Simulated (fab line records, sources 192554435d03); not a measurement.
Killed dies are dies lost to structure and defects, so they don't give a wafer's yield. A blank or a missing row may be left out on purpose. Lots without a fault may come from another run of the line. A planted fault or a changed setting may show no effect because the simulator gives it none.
fab line records | flow n5_finfet
record lots=7 wafers=39
route steps=1938 shown DUMMY_GATE@237 GATE_CUT@477 MOL_CONTACT_COAG@624
start_h: hours from the record's first day to the start of the lot's first wafer shown | wait_h: hours since the lot's step before | " the same as in the row above | L1.1+2: a row that stands for several wafers | - no value, or no start given | * or withheld: withheld | < > ~ a bound
route shown NAME@n: a module of which the file shows steps, and the number in the route of the first | usual: mean/standard deviation of fault-free wafers | same: alike in all rows | chamber/n: place in a boat | sites: the reading at each site | _std_site: their standard deviation | _edge_site: outer sites' mean less inner sites' | radius_mm: how far each site lies from the wafer's centre | mask NAME#n: copy n | behind: the tool/chamber that last shaped the wafer | hold: why the lot was held/for how many hours/how that ended | device: the transistor (n, p or np) that didn't switch | end of line: the same wafers' tests at the end of the route | a step without rows: its recipe alone | killed: dies lost to structure and defects at the first sort, not the wafer's yield | map: a wafer's dies, x killed, . not, _ none there
set.NAME: the setting as run; set.NAME@STEP: as run at that earlier step | model.NAME: the simulator's own value behind a step, which no gauge read
lots whose settings were changed on purpose; a table a step, a row a wafer
## steps
# step N5_DUMMY_GATE_ETCH_37
# recipe chemistry=N2/H2 target=SOC target_depth_a=600 overetch_a=300 temp_c=40 ion_energy_ev=200 pressure_mtorr=30 source_w=840 bias_w=150 n2_flow_sccm=200 h2_flow_sccm=200
# usual rf_vpp_V=524.4/3
# columns lot.wafer tool chamber start_h wait_h set.source_w rf_vpp_V model.SiARC_of_DUMMY_GATE_COAT_35.thk_nm
L075.1 rie_diel-06 2 57.83 0.0 840 520.7 5
L075.2 " 1 " " 939.5 508.2 4.8
L075.3 " 3 " " 840 524.4 5
L075.4 " 0 " " 840 525.6 5.2
L075.5 " 3 " " 939.5 504.2 4.6
L075.6 " 2 " " 939.5 504.0 4.8
L077.1 rie_diel-06 1 69.41 0.0 840 526.3 5
L077.2 " 3 " " 840 525.9 5
L077.3 " 0 " " 840 526.9 5
L077.4 " 2 " " 840 523.8 5
L077.5 " 3 " " 840 525.5 5
L077.6 " 0 " " 840 524.9 5.2
L083.1 rie_diel-03 2 101.60 0.0 695.2 553.9 5.6
L083.2 " 0 " " 840 520.7 5.2
L083.3 " 1 " " 695.2 560.2 5.6
L083.4 " 3 " " 840 521.0 5.2
L083.5 " 2 " " 840 519.2 5
L083.6 " 1 " " 695.2 560.5 5.6
L084.1 rie_diel-06 2 109.50 0.0 894.2 511.1 5
L084.2 " 3 " " 894.2 513.1 4.8
L084.3 " 1 " " 840 526.6 5.2
L084.4 " 2 " " 840 522.0 5
L084.5 " 3 " " 894.2 511.0 4.8
L084.6 " 1 " " 840 526.4 5.2
L087.1 rie_diel-03 2 128.50 0.0 840 519.7 5
L087.2 " 1 " " 698.1 560.4 5.4
L087.3 " 3 " " 698.1 561.7 5.6
L087.4 " 0 " " 698.1 552.3 5.6
L087.5 " 0 " " 840 520.6 5
L087.6 " 1 " " 840 527.6 5
L090.1 rie_diel-03 2 141.94 0.0 840 519.1 4.8
L090.2 " 3 " " 840 528.8 5
L090.3 " 1 " " 840 526.0 5
L090.4 " 3 " " 840 527.5 5
L090.5 " 2 " " 840 521.2 5
L090.6 " 1 " " 840 526.8 5
L096.1 rie_diel-03 2 181.80 0.0 840 519.7 5
L096.4 " 1 " " 840 525.6 5
L096.5 " 2 " " 840 521.0 5
# step N5_DUMMY_GATE_ETCH_32
# recipe chemistry=CF4 target=SiO2 target_depth_a=35 time_s=3.9 ion_energy_ev=350 pressure_mtorr=10 icp_w=800 bias_w=400 cf4_flow_sccm=80
# columns lot.wafer tool chamber start_h wait_h set.time_s model.etch.depth_nm
L075.1 rie_si-03 3 58.36 0.1 4.46 3.884
L075.2 " 1 " " 4.46 4.025
L075.3 " 2 " " 3.9 3.494
L075.4 " 0 " " 3.9 3.508
L075.5 " 2 " " 3.9 3.482
L075.6 " 3 " " 4.46 3.906
L077.1 rie_si-04 0 69.93 0.1 3.9 3.464
L077.2 " 3 " " 3.456 3.057
L077.3 " 2 " " 3.9 3.605
L077.4 " 1 " " 3.456 3.18
L077.5 " 1 " " 3.456 3.2
L077.6 " 0 " " 3.9 3.453
L083.1 rie_si-04 0 102.12 0.1 3.9 3.444
L083.2 " 1 " " 3.9 3.577
L083.3 " 3 " " 3.57 3.135
L083.4+5 " 0,3 " " 3.57 3.156
L083.6 " 1 " " 3.9 3.597
L084.1 rie_si-03 1 110.06 0.1 4.637 4.246
L084.2 " 2 " " 3.9 3.565
L084.3 " 0 " " 4.637 4.289
L084.4 " 3 " " 3.9 3.465
L084.5 " 1 " " 3.9 3.567
L084.6 " 2 " " 4.637 4.212
L087.1 rie_si-02 2 129.11 0.1 3.9 3.517
L087.2 " 1 " " 4.598 4.035
L087.3 " 0 " " 4.598 4.174
L087.4 " 3 " " 3.9 3.618
L087.5 " 2 " " 3.9 3.537
L087.6 " 3 " " 4.598 4.244
L090.1 rie_si-03 2 142.46 0.1 3.9 3.613
L090.2 " 0 " " 3.9 3.622
L090.3 " 3 " " 4.582 4.084
L090.4 " 1 " " 4.582 4.254
L090.5 " 2 " " 3.9 3.63
L090.6 " 3 " " 4.582 4.112
L096.1 rie_si-02 0 182.33 0.1 3.9 3.469
L096.4+5 " 2 " " 3.9 3.465
# step N5_GATE_CUT_HM_DEP_46
# recipe material=SiO2 target_thk_a=1300 temp_c=400 precursor=TEOS/O2 pressure_torr=6.5 rf_w=900 teos_flow_sccm=161.4 gas=O2 flow_sccm=2650 time_s=26.6
# columns lot.wafer tool chamber start_h wait_h set.target_thk_a model.SiO2_of_GATE_CUT_HM_DEP_46.thk_nm
L075.1 pecvd-02 1 93.81 0.0 1176 118.8
L075.2 " 0 " " 1300 128
L075.3 " 2 " " 1300 130.8
L075.4 " 0 " " 1176 120.2
L075.5 " 2 " " 1300 132.8
L075.6 " 1 " " 1176 119.8
L077.1 pecvd-01 2 109.38 0.0 1300 125
L077.2 " 1 " " 1431 142.2
L077.3 " 0 " " 1431 140.6
L077.4 " 1 " " 1300 130.4
L077.5 " 2 " " 1300 128.6
L077.6 " 0 " " 1431 142.4
L083.1 pecvd-04 0 136.99 0.0 1456 143.4
L083.2 " 1 " " 1456 142.6
L083.3 " 2 " " 1300 129.6
L083.4 " 2 " " 1300 131
L083.5 " 1 " " 1456 143.8
L083.6 " 0 " " 1300 129.2
L084.1 pecvd-04 1 146.33 0.0 1401 136.8
L084.2 " 0 " " 1300 129.6
L084.3 " 2 " " 1300 129.4
L084.4 " 1 " " 1401 140
L084.5 " 2 " " 1300 133
L084.6 " 0 " " 1401 141
L087.1 pecvd-02 1 167.86 0.0 1193 119.4
L087.2 " 0 " " 1300 127.2
L087.3 " 2 " " 1300 129
L087.4 " 0 " " 1193 118
L087.5 " 1 " " 1300 132
L087.6 " 2 " " 1193 119.6
L090.1 pecvd-04 2 178.59 0.0 1179 115
L090.2 " 1 " " 1300 127
L090.3 " 2 " " 1300 128.4
L090.4 " 1 " " 1179 114.6
L090.5 " 1 " " 1179 116
L090.6 " 2 " " 1300 125.6
L096.1 pecvd-01 0 221.04 0.0 1300 127.4
L096.4 " 2 " " 1300 130
L096.5 " 0 " " 1300 128.6
# step N5_GATE_CUT_COAT_34
# recipe resist=SOC temp_c=250 time_s=60 spin_rpm=1500 resist_thk_nm=60
# step N5_GATE_CUT_COAT_35
# recipe resist=SiARC temp_c=220 time_s=60 spin_rpm=1500 resist_thk_nm=10
# step N5_GATE_CUT_STRIP_38
# recipe chemistry=N2/H2 temp_c=40 n2_flow_sccm=200 h2_flow_sccm=200 rf_frequency_hz=6e+07
# step N5_GATE_CUT_STRIP_39
# recipe chemistry=N2/H2 temp_c=40 n2_flow_sccm=200 h2_flow_sccm=200 rf_frequency_hz=6e+07
# step N5_GATE_CUT_HM_OPEN_40
# recipe chemistry=C4F6/O2 target=SiO2 mask_material=SiARC target_depth_a=1390 time_s=85.1 ion_energy_ev=250 pressure_mtorr=30 source_w=345 bias_w=185 Ar_flow_sccm=300 C4F6_flow_sccm=10 O2_flow_sccm=10 ends=cleared
# usual etch_rf_on_time_s=92.8/2.2
# columns lot.wafer tool chamber start_h wait_h set.target_thk_a@GATE_CUT_HM_DEP_46 etch_rf_on_time_s model.etch.depth_nm model.SOC_of_GATE_CUT_COAT_34.thk_nm
L075.1 rie_diel-04 3 94.43 0.0 1176 87.6 118.8 35.6
L075.2 " 0 " " 1300 90.7 128 33
L075.3 " 1 " " 1300 94.5 130.7 32.8
L075.4 " 1 " " 1176 87.9 120.1 34.8
L075.5 " 0 " " 1300 93.5 132.8 32
L075.6 " 3 " " 1176 88.9 119.8 35.2
L077.1 rie_diel-04 0 110.00 0.0 1300 86.1 125.1 33.2
L077.2 " 2 " " 1431 101.0 142.2 30.2
L077.3 " 1 " " 1431 100.6 140.6 30
L077.4 " 2 " " 1300 91.5 130.4 32.6
L077.5 " 0 " " 1300 89.4 128.6 32.4
L077.6 " 1 " " 1431 101.8 142.4 29.6
L083.1 rie_diel-03 1 137.93 0.0 1456 102.3 143.4 29.6
L083.2 " 3 " " 1456 98.6 142.6 29.8
L083.3 " 2 " " 1300 94.3 129.5 32.2
L083.4 " 1 " " 1300 93.4 131.1 32
L083.5 " 3 " " 1456 99.6 143.8 29.4
L083.6 " 2 " " 1300 92.6 129.1 32.4
L084.1 rie_diel-04 3 147.12 0.0 1401 98.9 136.9 31.6
L084.2 " 0 " " 1300 91.7 129.7 32.2
L084.3 " 2 " " 1300 93.5 129.4 33
L084.4 " 1 " " 1401 102.0 140 30.2
L084.5 " 0 " " 1300 94.0 132.9 31.6
L084.6 " 1 " " 1401 101.7 141.1 30.2
L087.1 rie_diel-03 1 168.82 0.0 1193 86.2 119.3 35.2
L087.2 " 3 " " 1300 89.8 127.2 33.2
L087.3 " 0 " " 1300 90.2 128.9 32.8
L087.4 " 2 " " 1193 86.6 117.9 35.2
L087.5 " 2 " " 1300 95.9 131.9 32.2
L087.6 " 3 " " 1193 84.7 119.7 34.8
L090.1 rie_diel-03 2 179.24 0.0 1179 84.8 115 35.6
L090.2 " 1 " " 1300 91.9 126.9 33.2
L090.3 " 3 " " 1300 90.7 128.4 33
L090.4 " 0 " " 1179 80.3 114.6 35.8
L090.5 " 0 " " 1179 81.1 115.9 35.4
L090.6 " 3 " " 1300 89.1 125.7 33.4
L096.1 rie_diel-03 3 221.66 0.0 1300 90.7 127.4 32.6
L096.4 " 1 " " 1300 95.4 130 32
L096.5 " 3 " " 1300 91.6 128.6 32.4
# step N5_GATE_CUT_STRIP_41
# recipe chemistry=CF4 resist=SiARC power_w=300 bias_power_w=75 pressure_mtorr=50 cf4_flow_sccm=150 rf_frequency_hz=6e+07
# step N5_GATE_CUT_STRIP_42
# recipe chemistry=O2 power_w=400 temp_c=40 pressure_mtorr=30 rf_frequency_hz=6e+07 bias_power_w=0 overash_fraction=0.3 o2_flow_sccm=225
# step N5_GATE_CUT_ALD_22
# recipe material=SiNx target_thk_a=160 temp_c=400 ald_precursor_family=SiH2I2 ald_co_reactant=N2/H2-plasma pulse_time_s=1 ald_cycles=320 purge_time_s=2 co_reactant_purge_time_s=2 pressure_torr=2
# step N5_GATE_CUT_CMP_23
# recipe stop_on=SiO2 t_overpolish_s=23.4 post_cmp_clean=alkaline_brush down_force_psi=2.5 platen_rpm=51.8 pad_velocity_m_s=1.0307 target_thk_nm=16
# step N5_GATE_CUT_THK_MEAS_24
# recipe reads=SiO2_of_GATE_CUT_HM_DEP_46+SiO2_flowable_of_ILD0_FCVD_FILL_01
# usual GC_FILL_THK=219.5/1.9
# columns lot.wafer tool chamber start_h wait_h set.target_thk_a@GATE_CUT_HM_DEP_46 GC_FILL_THK[nm]
L075.1 film_metro-01 - 97.95 - 1176 210.0
L075.2 " - " " 1300 218.1
L075.3 " - " " 1300 219.3
L075.4 " - " " 1176 209.2
L075.5 " - " " 1300 223.1
L075.6 " - " " 1176 209.8
L077.1 film_metro-01 - 112.73 - 1300 215.8
L077.2 " - " " 1431 232.2
L077.3 " - " " 1431 230.6
L077.4 " - " " 1300 219.7
L077.5 " - " " 1300 218.7
L077.6 " - " " 1431 233.3
L083.1 film_metro-01 - 140.72 - 1456 234.6
L083.2 " - " " 1456 231.9
L083.3 " - " " 1300 220.0
L083.4 " - " " 1300 221.4
L083.5 " - " " 1456 235.3
L083.6 " - " " 1300 219.0
L084.1 film_metro-01 - 149.71 - 1401 227.6
L084.2 " - " " 1300 218.6
L084.3 " - " " 1300 218.9
L084.4 " - " " 1401 231.1
L084.5 " - " " 1300 223.2
L084.6 " - " " 1401 231.8
L087.1 film_metro-01 - 171.28 - 1193 209.2
L087.2 " - " " 1300 218.1
L087.3 " - " " 1300 218.9
L087.4 " - " " 1193 206.7
L087.5 " - " " 1300 220.5
L087.6 " - " " 1193 209.2
L090.1 film_metro-01 - 181.82 - 1179 206.2
L090.2 " - " " 1300 219.2
L090.3 " - " " 1300 219.3
L090.4 " - " " 1179 205.5
L090.5 " - " " 1179 206.3
L090.6 " - " " 1300 216.3
L096.1 film_metro-01 - 224.12 - 1300 217.2
L096.4 " - " " 1300 220.5
L096.5 " - " " 1300 219.5
# step N5_GATE_CUT_CMP_43
# recipe material=SiO2 post_cmp_clean=rinse_only
# columns lot.wafer tool chamber start_h wait_h set.target_thk_a@GATE_CUT_HM_DEP_46 model.SiO2_of_GATE_CUT_HM_DEP_46.thk_nm
L075.1+6 cmp-02 3 98.11 0.2 1176 4.4
L075.4 " 0 " " 1176 4.6
L075.2 " 1 " " 1300 4.8
L075.3 " 2 " " 1300 5
L075.5 " 0 " " 1300 5.2
L077.1 cmp-01 0 112.76 0.0 1300 4.8
L077.3 " 1 " " 1431 5.4
L077.2+6 " 2,1 " " 1431 5.6
L077.4+5 " 3,0 " " 1300 5
L083.1+2+5 cmp-02 1,0,1 140.88 0.2 1456 5.6
L083.4+3+6 " 2,3,2 " " 1300 5
L084.3+2 cmp-02 3,1 149.83 0.1 1300 5
L084.4+1 " 0,2 " " 1401 5.4
L084.6 " 3 " " 1401 5.6
L084.5 " 0 " " 1300 5.2
L087.4+1 cmp-04 2,1 171.31 0.0 1193 4.4
L087.3+5 " 3,2 " " 1300 5
L087.2 " 0 " " 1300 4.8
L087.6 " 3 " " 1193 4.6
L090.4+1 cmp-01 0,1 181.85 0.0 1179 4.2
L090.2+6 " 2,1 " " 1300 4.8
L090.3 " 3 " " 1300 5
L090.5 " 0 " " 1179 4.4
L096.4+5 cmp-01 1 224.15 0.0 1300 5
L096.1 " 2 " " 1300 4.8
# step N5_MOL_CONTACT_COAG_CVD_140
# recipe material=W target_thk_a=665 mode=selective_fill temp_c=300 time_s=215
# columns lot.wafer tool chamber start_h wait_h set.target_thk_a model.W_of_MOL_CONTACT_COAG_CVD_140.thk_nm
L075.1 cvd_w-01 0 111.68 0.1 707.7 70.8
L075.2 " 1 " " 665 65.8
L075.3 " 1 " " 665 66
L075.4 " 0 " " 665 66.6
L075.5+6 " 1,0 " " 707.7 70.4
L077.1 cvd_w-02 0 125.80 0.1 665 66.6
L077.2 " 1 " " 665 67
L077.3+4 " 1,0 " " 665 66.8
L077.5 " 0 " " 665 67.4
L077.6 " 1 " " 665 67.2
L083.1 cvd_w-02 1 155.13 0.1 665 66
L083.2 " 0 " " 665 67.4
L083.3+4 " 1,0 " " 665 67.2
L083.5 " 1 " " 665 66.8
L083.6 " 0 " " 665 67.6
L084.1 cvd_w-01 0 164.16 0.1 730.3 73
L084.2 " 1 " " 665 65.2
L084.3 " 0 " " 730.3 72.8
L084.4 " 1 " " 665 66.6
L084.5 " 0 " " 730.3 72.6
L084.6 " 1 " " 665 66
L087.1+3 cvd_w-02 1,0 184.77 0.1 637.9 64
L087.2 " 0 " " 665 67.2
L087.4 " 1 " " 665 66
L087.5 " 0 " " 637.9 63.8
L087.6 " 1 " " 665 66.6
L090.1 cvd_w-01 1 196.20 0.1 665 64.8
L090.2+3 " 0,1 " " 735.6 72.2
L090.4+6 " 0,1 " " 665 65.8
L090.5 " 0 " " 735.6 72.4
L096.1+4 cvd_w-01 0 236.54 0.1 665 65.6
L096.5 " 0 " " 665 65.2
## key
split step=N5_DUMMY_GATE_ETCH_37 setting=source_w stated=840 by=wafer
response step=N5_DUMMY_GATE_ETCH_37 reading=rf_vpp_V change=-2.03 per=1% r=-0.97
response step=N5_DUMMY_GATE_ETCH_37 reading=model.SiARC_of_DUMMY_GATE_COAT_35.thk_nm change=-0.0297 per=1% r=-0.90
split step=N5_DUMMY_GATE_ETCH_32 setting=time_s stated=3.9 by=wafer
response step=N5_DUMMY_GATE_ETCH_32 reading=model.etch.depth_nm change=+0.0339 per=1% r=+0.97
split step=N5_GATE_CUT_HM_DEP_46 setting=target_thk_a stated=1300 by=wafer
response step=N5_GATE_CUT_HM_DEP_46 reading=model.SiO2_of_GATE_CUT_HM_DEP_46.thk_nm change=+1.21 per=1% r=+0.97
response step=N5_GATE_CUT_HM_OPEN_40 reading=etch_rf_on_time_s change=* per=1% r=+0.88
response step=N5_GATE_CUT_HM_OPEN_40 reading=model.etch.depth_nm change=+1.21 per=1% r=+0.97
response step=N5_GATE_CUT_HM_OPEN_40 reading=model.SOC_of_GATE_CUT_COAT_34.thk_nm change=-0.251 per=1% r=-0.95
response step=N5_GATE_CUT_THK_MEAS_24 reading=GC_FILL_THK change=+1.24 per=1% r=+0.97
response step=N5_GATE_CUT_CMP_43 reading=model.SiO2_of_GATE_CUT_HM_DEP_46.thk_nm change=+0.056 per=1% r=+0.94
split step=N5_MOL_CONTACT_COAG_CVD_140 setting=target_thk_a stated=665 by=wafer
response step=N5_MOL_CONTACT_COAG_CVD_140 reading=model.W_of_MOL_CONTACT_COAG_CVD_140.thk_nm change=+0.67 per=1% r=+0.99
